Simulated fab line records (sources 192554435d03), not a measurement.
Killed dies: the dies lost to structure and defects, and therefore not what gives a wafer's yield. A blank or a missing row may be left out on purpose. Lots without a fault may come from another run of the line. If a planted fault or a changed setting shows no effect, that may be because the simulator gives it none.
Problem report in the 8D (eight disciplines) form, filled by code :: flow n5-finfet :: the parts of the form that need people (team, actions taken, sign-off) are left out

## 1. THE PROBLEM
At N5_BEOL_M0_SAQP_ETCH_102, oes-product-au averages 1.358 a.u. over 2 wafers from 2 lots, while fault-free wafers read 0.988 a.u., standard deviation 0.025. Relative to the usual mean, that is a shift of +15 standard deviations.
The step: etches SiO2 in CF4, target depth 4 nm, time 4.4 s.
Earliest sighting: wafer L521.5 on rie-si-01 at day 7 04:42. The record has a number at this step for 16 wafers belonging to 6 lots. The rule behind "out" and "out of limits": a value lying over 4 standard deviations away from the usual mean. The other wafers with a number count as sound.

## 2. WHAT IT IS; WHAT IT IS NOT
question: which readings at this step
is: oes-product-au
is not: drypump-motor-current-A, throttle-valve-pct

question: which lots
is: L521, L524
is not: L519, L520, L536, L537

question: which wafers of those lots
is: L521.5, L524.3
is not: L521.4, L524.4

question: read on which tools
is: rie-si-01
is not: rie-si-04

question: when
is: from day 7 04:42
is not: up to then (7 sound wafers); but 7 sound wafers of L524, L536, L537 came after

## 3. WHAT RULES OUT EACH SUSPECT
Counting: if a tool at a process step up to the reading ran every lot that is out, it stays a suspect. Sound lots after the first of them don't rule it out here, since some wafers of a struck lot are sound.
- rie-si-01 at N5_BEOL_M0_SAQP_ETCH_102 (etches SiO2 in CF4, target depth 4 nm, time 4.4 s): kept. Ran every lot that is out, first one L521 (day 7 04:42); last sound lot up to then L520 (day 6 19:26). Out on those wafers are its own readings of oes-product-au.
Remaining after the count: rie-si-01 at N5_BEOL_M0_SAQP_ETCH_102.

## 4. THE CAUSE (what the simulator had put in)
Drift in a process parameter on rie-si-01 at N5_BEOL_M0_SAQP_ETCH_102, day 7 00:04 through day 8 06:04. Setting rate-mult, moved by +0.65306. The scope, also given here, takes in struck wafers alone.
Only this tool survived the counting.

## 5. THE EFFECT CHAIN, in route order
Each row: a reading whose mean over the struck wafers that have a number lies more than 3 standard deviations from the usual. Only readings whose record carries a usual standard deviation are examined. hours: median over the lots of the time between each lot's start at the first step of this table that gives one and its start at this step. sigmas: the change, counted in usual standard deviations.
hours: 0
step: N5_BEOL_M0_SAQP_ETCH_102
reading: oes-product-au
usual: 0.988 a.u.
on struck wafers: 1.358
change: +0.370
sigmas: +15
Process steps it contains:
- N5_BEOL_M0_SAQP_ETCH_102: etches SiO2 in CF4, target depth 4 nm, time 4.4 s.
Later steps that measure or inspect, where all struck wafers having a row at the step show a number for every such reading and not one has moved that far: N5_BEOL_M4_RC_MEAS_101.

## 6. WHAT WOULD HAVE CAUGHT IT SOONER
The fault began at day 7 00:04; the first out-of-limits reading in this record came at day 7 04:42, 5 hours later.
